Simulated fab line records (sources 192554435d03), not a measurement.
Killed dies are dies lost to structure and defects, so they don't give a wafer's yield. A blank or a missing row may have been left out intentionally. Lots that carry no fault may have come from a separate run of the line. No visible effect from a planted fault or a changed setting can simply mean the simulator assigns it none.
A struck lot beside a sound one ; flow n5_finfet ; 38 out of 1938 route steps
Sound: the wafers L618.3, L618.4, L618.6. Struck: wafer L636.6. (L636.3 of the same lot was not struck and is left out.) The cause comes at the end.
At each step with rows: each side's tool, then ch and its chambers, then its first start. Under that, the readings that differ: sound wafers ; struck wafers ; difference of the means ; sigmas: that difference in standard deviations of wafers without a fault.
alike: words and numbers the same on both sides, and readings whose means are apart by under 2 such deviations; not compared: readings that were withheld, readings missing a value for some wafer, numbers with overlapping values and no deviation given by the record, and bounds like >300 which may hide the same value.
Wherever a step has rows on one side only, a row that says differs or no value, or a row with sigmas, the two part there. Numbers that don't overlap but have no deviation are shown without sigmas and don't part them. A reading missing from all wafers of one side parts the sides only when that side holds two or more wafers.

first, 9 steps without rows for these wafers: N5_BEOL_M1_ANNEAL_95 (time 240 s); N5_BEOL_M1_SPUTTER_96 (material Cu, target thk 4.5 nm, time 8.29 s); N5_BEOL_M1_ECD_50 (material Cu, target thk 300 nm); N5_BEOL_M1_ANNEAL_51 (time 90 s); N5_BEOL_M1_CMP_52 (polishes, stops on SiOC, t overpolish 6.8 s, target thk 40 nm); N5_BEOL_M1_PRE_CLEAN_60 (time 15 s); N5_BEOL_M1_CO_CAP_55 (material Co, precursor CCTBA/H2, target thk 2 nm, time 102.1 s); N5_BEOL_M1_PRE_CLEAN_56 (time 15 s); N5_BEOL_M1_DEP_57 (deposits SiCN from 3MS/NH3, target thk 8 nm, time 14 s).
N5_BEOL_M2_ILD_DEP_00: deposits SiOC from DEMS/O2, target thk 79 nm, time 15.3 s.
  sound on pecvd-03 ch 0,1, day 7 23:08; struck on pecvd-03 ch 1, day 12 06:05
reading;sound;struck;difference;sigmas
model.SiOC_of_BEOL_M2_ILD_DEP_00.thk_nm (nm);79.2 80.6 79.2;84.8;+5.1;
  alike: heater_power_w, showerhead_plenum_p_Torr, throttle_valve_pct
N5_BEOL_M2_THK_MEAS_01:
  sound on film_metro-02 at day 7 23:13; struck on film_metro-01 at day 12 06:10
reading;sound;struck;difference;sigmas
M2_ILD_THK (nm);79.1 80.6 79.2;84.8;+5.2;+5
then, 24 steps without rows for these wafers: N5_BEOL_M2_PECVD_72 (deposits SiO2 from TEOS/O2, target thk 16 nm, time 18 s); N5_BEOL_M2_HM_DEP_02 (deposits TiN, target thk 20 nm); N5_BEOL_M2_COAT_61 (time 60 s, resist thk 60 nm); N5_BEOL_M2_COAT_62 (time 60 s, resist thk 12 nm); N5_BEOL_M2_COAT_73 (time 60 s, resist thk 5 nm); N5_BEOL_M2_COAT_05 (resist thk 30 nm); N5_BEOL_M2_EBR_07; N5_BEOL_M2_SOFTBAKE_06 (time 60 s); N5_BEOL_M2_EXPOSE_08 (exposes mask M2); N5_BEOL_M2_PEB_09 (peb time 60 s); N5_BEOL_M2_DEVELOP_10 (develop time 30 s); N5_BEOL_M2_DESCUM_16 (chemistry O2, time 7 s); N5_BEOL_M2_ETCH_74 (etches underlayer in N2/H2, target depth 6.5 nm, time 5.2 s); N5_BEOL_M2_ETCH_63 (etches SiARC in CF4, target depth 15.6 nm, time 26 s); N5_BEOL_M2_ETCH_64 (etches SOC in N2/H2, target depth 75 nm, overetch 22.5 nm, time 121.9 s); N5_BEOL_M2_STRIP_65 (strips in N2/H2); N5_BEOL_M2_STRIP_75 (strips in N2/H2); N5_BEOL_M2_STRIP_66 (strips in CF4); N5_BEOL_M2_HM_OPEN_17 (chemistry Cl2/BCl3, target TiN, target depth 20 nm, overetch 6 nm); N5_BEOL_M2_STRIP_19 (strips in O2); N5_BEOL_M2_COAT_67 (time 60 s, resist thk 60 nm); N5_BEOL_M2_COAT_68 (time 60 s, resist thk 12 nm); N5_BEOL_M2_COAT_76 (time 60 s, resist thk 5 nm); N5_BEOL_M2_COAT_22 (resist thk 30 nm).
N5_BEOL_M2_CMP_52: polishes, stops on SiOC, t overpolish 6.8 s, target thk 40 nm.
  sound on cmp-03 ch 0,2,3, day 8 14:56; struck on cmp-03 ch 3, day 12 21:07
reading;sound;struck;difference;sigmas
model.SiOC_of_BEOL_M2_ILD_DEP_00.thk_nm (nm);76.2 77.6 76.2;81.8;+5.1;
  alike: barrier_field_endpoint_s, motor_current_A, overpolish_run_s, slurry_filter_dp_kPa, time_to_endpoint_s
N5_BEOL_M4_RC_MEAS_101:
  sound on prober-02 ch 0, day 9 17:01; struck on prober-02 ch 0, day 14 02:31
  alike: DIBL_N, DIBL_P, IOFF_N, IOFF_P, ION_N, ION_P, SS_N, SS_P, VT_N, VT_P
-- here the record skips 4 days between the struck wafers' starts before and after, leaving off in module BEOL_M4 and picking up in module PASSIVATION (first step shown: number 1936 of the route) --
N5_PASSIVATION_PROBE_49:
  only the struck wafers here have rows in the record (prober-02, day 18 11:58); the sound ones have none

WHERE THEY PART
Last at N5_PASSIVATION_PROBE_49 as far as this record goes, first at N5_BEOL_M2_THK_MEAS_01.

WHY: the cause the simulator had injected
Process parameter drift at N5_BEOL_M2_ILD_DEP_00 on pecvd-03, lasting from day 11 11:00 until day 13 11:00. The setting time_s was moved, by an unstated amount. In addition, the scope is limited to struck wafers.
